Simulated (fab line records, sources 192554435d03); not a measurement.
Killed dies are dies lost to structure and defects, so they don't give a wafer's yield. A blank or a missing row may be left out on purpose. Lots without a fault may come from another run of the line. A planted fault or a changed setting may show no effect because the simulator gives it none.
Which tool did it? | flow n5_finfet | 11 lots, 33 wafers sampled, at 5 steps of a route of 1938

WHAT THE GAUGES READ, wafer by wafer
The record holds no reading of a measuring or inspecting step that can be judged against a usual standard deviation.

WHICH TOOL RAN EACH LOT (tool, then ch and the chambers of the sampled wafers, then the start)
lot  | N5_BEOL_M6_VIA_ETCH_34             | N5_BEOL_M6_DEGAS_44          | N5_BEOL_M7_HM_DEP_02         | N5_BEOL_M7_COAT_59                | N5_PASSIVATION_PROBE_49
L367 | rie_diel-01 ch 1,2, day 8 16:29    | pvd_sputter-02, day 8 17:47  | pvd_sputter-01, day 8 21:00  | litho_track-03 ch 0, day 8 21:07  | -
L369 | rie_diel-03 ch 0,1,3, day 9 05:25  | pvd_sputter-02, day 9 06:12  | pvd_sputter-01, day 9 10:02  | litho_track-05 ch 0, day 9 10:09  | -
L373 | rie_diel-01 ch 0,1, day 10 04:24   | pvd_sputter-02, day 10 05:19 | pvd_sputter-03, day 10 09:04 | litho_track-03 ch 0, day 10 09:11 | prober-01, day 13 23:08
L377 | rie_diel-04 ch 0,1,3, day 11 13:08 | pvd_sputter-02, day 11 14:25 | pvd_sputter-01, day 11 17:36 | litho_track-05 ch 0, day 11 17:44 | -
L379 | rie_diel-01 ch 2,3, day 11 14:40   | pvd_sputter-02, day 11 15:41 | pvd_sputter-01, day 11 18:38 | litho_track-03 ch 0, day 11 18:46 | -
L378 | rie_diel-01 ch 1,2,3, day 11 17:22 | pvd_sputter-01, day 11 18:12 | pvd_sputter-03, day 11 22:58 | litho_track-04 ch 0, day 11 23:05 | -
L384 | rie_diel-03 ch 0,2,3, day 13 08:56 | pvd_sputter-03, day 13 09:52 | pvd_sputter-02, day 13 12:51 | litho_track-05 ch 0, day 13 12:59 | -
L386 | rie_diel-01 ch 1,2, day 13 15:53   | pvd_sputter-01, day 13 17:14 | pvd_sputter-02, day 13 22:05 | litho_track-05 ch 0, day 13 22:13 | prober-01, day 17 14:20
L387 | rie_diel-01 ch 0,1, day 14 01:38   | pvd_sputter-01, day 14 02:41 | pvd_sputter-02, day 14 05:43 | litho_track-05 ch 0, day 14 05:50 | -
L390 | rie_diel-04 ch 0,3, day 14 15:14   | pvd_sputter-01, day 14 17:58 | pvd_sputter-02, day 14 21:45 | litho_track-04 ch 0, day 14 21:53 | -
L389 | rie_diel-01 ch 0,2, day 14 15:35   | pvd_sputter-01, day 14 18:03 | pvd_sputter-02, day 14 21:57 | litho_track-05 ch 0, day 14 22:05 | prober-01, day 18 10:55
- N5_BEOL_M6_VIA_ETCH_34: etches SiCOH lowk in C4F6/O2, target depth 126.3 nm, time 50.9 s.
- N5_BEOL_M6_DEGAS_44: time 60 s.
- N5_BEOL_M7_HM_DEP_02: deposits TiN, target thk 20 nm.
- N5_BEOL_M7_COAT_59: time 60 s, resist thk 100 nm.
- N5_PASSIVATION_PROBE_49

WHAT THE TOOLS THEMSELVES READ (means of the sampled wafers that have a number; where no wafer has one, the mark that the record gives instead)
N5_BEOL_M6_VIA_ETCH_34. Usual: bias_w 185.0 W, standard deviation 0.55; drypump_motor_current_A 5.9 A, standard deviation 0.38; oes_product_au 0.79 a.u., standard deviation 0.09; rf_vpp_V 669 V, standard deviation 5.8; showerhead_plenum_p_Torr 2.84 Torr, standard deviation 0.079; throttle_valve_pct 20.88 %, standard deviation 0.27.
lot  | tool        | bias_w (W) | drypump_motor_current_A (A) | oes_product_au (a.u.) | rf_vpp_V (V) | showerhead_plenum_p_Torr (Torr) | throttle_valve_pct (%) | flag
L367 | rie_diel-01 | 184.9      | 6.3                         | 0.79                  | 672          | 2.86                            | 21.24                  |
L369 | rie_diel-03 | 185.2      | 5.7                         | 0.75                  | 664          | 2.84                            | 20.97                  |
L373 | rie_diel-01 | 185.1      | 5.9                         | 0.80                  | 673          | 2.86                            | 20.90                  |
L377 | rie_diel-04 | 184.8      | 5.8                         | 0.84                  | 667          | 2.80                            | 20.81                  |
L379 | rie_diel-01 | 184.8      | 6.4                         | 0.86                  | 677          | 2.95                            | 20.87                  |
L378 | rie_diel-01 | 184.7      | 6.3                         | 0.82                  | 675          | 2.91                            | 21.02                  |
L384 | rie_diel-03 | 184.5      | 5.8                         | 0.82                  | 670          | 2.84                            | 20.77                  |
L386 | rie_diel-01 | 184.8      | 6.1                         | 0.77                  | 673          | 2.85                            | 21.17                  |
L387 | rie_diel-01 | 185.2      | 5.8                         | 0.74                  | 670          | 2.84                            | 20.82                  |
L390 | rie_diel-04 | 185.2      | 6.0                         | 0.75                  | 669          | 2.73                            | 20.83                  |
L389 | rie_diel-01 | 184.9      | 6.0                         | 0.70                  | 668          | 2.83                            | 20.97                  |

N5_BEOL_M6_DEGAS_44. Usual: heater_power_w 338 W, standard deviation 36.
lot  | tool           | heater_power_w (W) | flag
L367 | pvd_sputter-02 | 351                |
L369 | pvd_sputter-02 | 325                |
L373 | pvd_sputter-02 | 356                |
L377 | pvd_sputter-02 | 363                |
L379 | pvd_sputter-02 | 354                |
L378 | pvd_sputter-01 | 326                |
L384 | pvd_sputter-03 | 345                |
L386 | pvd_sputter-01 | 347                |
L387 | pvd_sputter-01 | 326                |
L390 | pvd_sputter-01 | 343                |
L389 | pvd_sputter-01 | 340                |

N5_BEOL_M7_HM_DEP_02. Usual: chamber_pressure_pa 0.4998 Pa, standard deviation 0.00099; throttle_valve_pct 29.5 %, standard deviation 1.1.
lot  | tool           | chamber_pressure_pa (Pa) | throttle_valve_pct (%) | flag
L367 | pvd_sputter-01 | 0.5002                   | 29.3                   |
L369 | pvd_sputter-01 | 0.5002                   | 29.0                   |
L373 | pvd_sputter-03 | 0.4997                   | 29.8                   |
L377 | pvd_sputter-01 | 0.4982                   | 30.4                   |
L379 | pvd_sputter-01 | 0.5000                   | 29.5                   |
L378 | pvd_sputter-03 | 0.5004                   | 29.4                   |
L384 | pvd_sputter-02 | 0.4986                   | 28.7                   |
L386 | pvd_sputter-02 | 0.5002                   | 28.8                   |
L387 | pvd_sputter-02 | 0.4987                   | 28.8                   |
L390 | pvd_sputter-02 | 0.4993                   | 28.9                   |
L389 | pvd_sputter-02 | 0.5003                   | 28.8                   |

N5_BEOL_M7_COAT_59. Usual: dispense_pressure_kPa 47 kPa, standard deviation 3.3; spin_speed_rpm 1500.1 rpm, standard deviation 0.97.
lot  | tool           | dispense_pressure_kPa (kPa) | spin_speed_rpm (rpm) | flag
L367 | litho_track-03 | 46                          | 1499.3               |
L369 | litho_track-05 | 44                          | 1500.9               |
L373 | litho_track-03 | 46                          | 1500.6               |
L377 | litho_track-05 | 45                          | 1500.3               |
L379 | litho_track-03 | 46                          | 1500.1               |
L378 | litho_track-04 | 53                          | 1499.2               |
L384 | litho_track-05 | 45                          | 1500.2               |
L386 | litho_track-05 | 44                          | 1394.0               | OFF
L387 | litho_track-05 | 44                          | 1393.9               | OFF
L390 | litho_track-04 | 53                          | 1499.5               |
L389 | litho_track-05 | 45                          | 1393.9               | OFF

N5_PASSIVATION_PROBE_49. Usual: defect_limited_yield 91.6 %, standard deviation 1.4; killed_at_M0_to_M3 35, standard deviation 10; killed_at_M4_up 13, standard deviation 5.3; killed_at_contacts 12, standard deviation 5.9; killed_at_front_end 36, standard deviation 9.9; killed_at_other 3.2, standard deviation 3; killed_dies 99, standard deviation 16; killed_open 66, standard deviation 12; killed_short 32, standard deviation 7.7; sort_bin_5_function 4.9 %, standard deviation 0.91; sort_bin_6_memory 3.2 %, standard deviation 0.65; sort_n_pass 1081, standard deviation 16; sort_yield_pct 91.6 %, standard deviation 1.4.
lot  | tool      | defect_limited_yield (%) | killed_at_M0_to_M3 | killed_at_M4_up | killed_at_contacts | killed_at_front_end | killed_at_other | killed_dies | killed_open | killed_short | sort_bin_5_function (%) | sort_bin_6_memory (%) | sort_n_pass | sort_yield_pct (%) | flag
L373 | prober-01 | 90.9                     | 34                 | 10              | 15                 | 42                  | 6.7             | 108         | 70          | 35           | 4.9                     | 4.0                   | 1072        | 90.9               |
L386 | prober-01 | 91.9                     | 29                 | 13              | 8                  | 41                  | 5.0             | 96          | 62          | 33           | 5.1                     | 2.7                   | 1084        | 91.9               |
L389 | prober-01 | 90.6                     | 41                 | 20              | 12                 | 36                  | 1.7             | 111         | 80          | 29           | 5.6                     | 3.6                   | 1069        | 90.6               |

THE ANSWER, worked out from the rows above alone
Rule: a lot is off if the mean of its wafers that have a number lies more than 3 standard deviations from the usual mean. A lot without any number at a reading at which 4 lots or more have one is off too. The other lots that the step has rows for count as sound. The gauges are gone through in route order, then the tools' own readings, and for those a lot's mean is taken as printed above. The first step at which some lot is off is used, and at that step the reading that is off furthest; a lot without a number counts as furthest.
Off: L386, L387, L389, at N5_BEOL_M7_COAT_59 (spin_speed_rpm).
A tool fits if, at that step or a process step before it, it ran every lot that is off, and no sound lot after the first of them. Can't be told from this: 2 tools fit, rie_diel-01 at N5_BEOL_M6_VIA_ETCH_34, litho_track-05 at N5_BEOL_M7_COAT_59.

WHAT THE SIMULATOR HAD PUT IN
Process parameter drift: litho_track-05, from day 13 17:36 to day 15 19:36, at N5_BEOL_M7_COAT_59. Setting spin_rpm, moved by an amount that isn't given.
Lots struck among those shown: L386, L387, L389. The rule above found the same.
